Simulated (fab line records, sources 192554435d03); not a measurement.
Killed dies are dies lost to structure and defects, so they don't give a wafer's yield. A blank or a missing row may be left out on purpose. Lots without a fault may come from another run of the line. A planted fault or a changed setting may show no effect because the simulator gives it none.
Split-lot experiment | flow n5_finfet | 7 lots, 21 wafers read, on a route of 1938 steps

THE SPLIT
At N5_BEOL_M3_COAT_22 (resist thk 30 nm), the setting spin_rpm was moved away from the recipe's 1500 rpm on 4 of the 21 wafers read, by -10.5% to -3.5%. The other wafers ran this setting at the recipe's value.

FROM THE SPLIT TO THE READING: what the file shows between them, 4 steps
- N5_BEOL_M3_EBR_24
- N5_BEOL_M3_SOFTBAKE_23: time 60 s
- N5_BEOL_M3_EXPOSE_25: exposes mask V2, defocus 5 nm
- N5_BEOL_M3_PEB_26: peb time 60 s

THE READING
CAR-EUV_of_BEOL_M3_COAT_22.thk_nm (the simulator's own value, which no gauge read), in nm, at N5_BEOL_M3_DEVELOP_27 (develop time 30 s). The file gives no usual value for it. The 17 wafers here that ran the recipe average 29.5 nm, standard deviation 0.11 nm.

wafer  | tool, chamber at the split | spin_rpm as run, rpm | against the recipe | CAR-EUV_of_BEOL_M3_COAT_22.thk_nm, nm | against lot-mates on the recipe
L088.3 | litho_track-05, 0          | 1500                 | recipe             | 29.6                                  | -
L088.6 | litho_track-05, 0          | 1500                 | recipe             | 29.6                                  | -
L088.5 | litho_track-05, 0          | 1500                 | recipe             | 29.4                                  | -
L089.2 | litho_track-05, 0          | 1382                 | -7.9%              | 30.8                                  | +1.2
L089.5 | litho_track-05, 0          | 1500                 | recipe             | 29.6                                  | -
L089.6 | litho_track-05, 0          | 1500                 | recipe             | 29.6                                  | -
L090.4 | litho_track-05, 0          | 1500                 | recipe             | 29.6                                  | -
L090.5 | litho_track-05, 0          | 1500                 | recipe             | 29.4                                  | -
L090.6 | litho_track-05, 0          | 1500                 | recipe             | 29.4                                  | -
L091.3 | litho_track-04, 0          | 1500                 | recipe             | 29.6                                  | -
L091.4 | litho_track-04, 0          | 1500                 | recipe             | 29.6                                  | -
L091.5 | litho_track-04, 0          | 1500                 | recipe             | 29.8                                  | -
L092.2 | litho_track-05, 0          | 1500                 | recipe             | 29.6                                  | -
L092.4 | litho_track-05, 0          | 1500                 | recipe             | 29.4                                  | -
L092.5 | litho_track-05, 0          | 1343                 | -10.5%             | 31.2                                  | +1.7
L093.3 | litho_track-02, 0          | 1390                 | -7.3%              | 30.8                                  | +1.2
L093.4 | litho_track-02, 0          | 1500                 | recipe             | 29.6                                  | -
L093.5 | litho_track-02, 0          | 1500                 | recipe             | 29.6                                  | -
L094.1 | litho_track-05, 0          | 1447                 | -3.5%              | 30                                    | +0.6
L094.5 | litho_track-05, 0          | 1500                 | recipe             | 29.4                                  | -
L094.6 | litho_track-05, 0          | 1500                 | recipe             | 29.4                                  | -

THE FIT
A straight line over all 21 wafers: CAR-EUV_of_BEOL_M3_COAT_22.thk_nm changes by -0.161 nm for each +1% of spin_rpm; r = -0.98; the points scatter about the line by 0.11 nm.
The same after taking each lot's own level away (the mean of its wafers on the recipe; 21 wafers): -0.16 nm for each +1%; r = -0.99; scatter 0.075 nm.
On that fit, the largest move of spin_rpm shifts the reading by 1.7 nm.
The lots' own levels span 29.40 to 29.67 nm, that is 2.3 times the standard deviation above.
So the lot-to-lot level changes the slope little: the two slopes agree.
Check: with one of the wafers moved furthest among these (-10.5%) left out of the fit, the line predicts +1.66 nm for it against its lot-mates. It came out at +1.7 nm against them.

OTHER SPLITS ON THESE WAFERS
These wafers also went through other splits before the reading. Each is held against what the fit with the lots' levels taken away leaves over:
other split on the same wafers     | wafers away from the commonest value | r with CAR-EUV_of_BEOL_M3_COAT_22.thk_nm (lot level and that fit taken away)
N5_BEOL_M1_COAT_61 spin_rpm        | 11                                   | +0.10
N5_BEOL_M1_ETCH_70 bias_w          | 5                                    | -0.07
N5_BEOL_M1_TRENCH_ETCH_37 source_w | 6                                    | -0.21
N5_BEOL_M2_DESCUM_33 time_s        | 6                                    | -0.14
N5_BEOL_M3_COAT_67 spin_rpm        | 7                                    | -0.14

THE WHOLE CHAIN: every reading that the file lists as answering this split, in the file's order
step                  | what it does      | reading                                                                            | change (the file's fit)               | r (the file's)
N5_BEOL_M3_COAT_22    | resist thk 30 nm  | CAR-EUV_of_BEOL_M3_COAT_22.thk_nm (the simulator's own value, which no gauge read) | -0.165 nm for each +1% of the setting | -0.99
N5_BEOL_M3_DEVELOP_27 | develop time 30 s | CAR-EUV_of_BEOL_M3_COAT_22.thk_nm (the simulator's own value, which no gauge read) | -0.161 nm for each +1% of the setting | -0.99

THE FILE'S OWN FIT
CAR-EUV_of_BEOL_M3_COAT_22.thk_nm changes by -0.161 nm for each +1% of spin_rpm, r = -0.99.
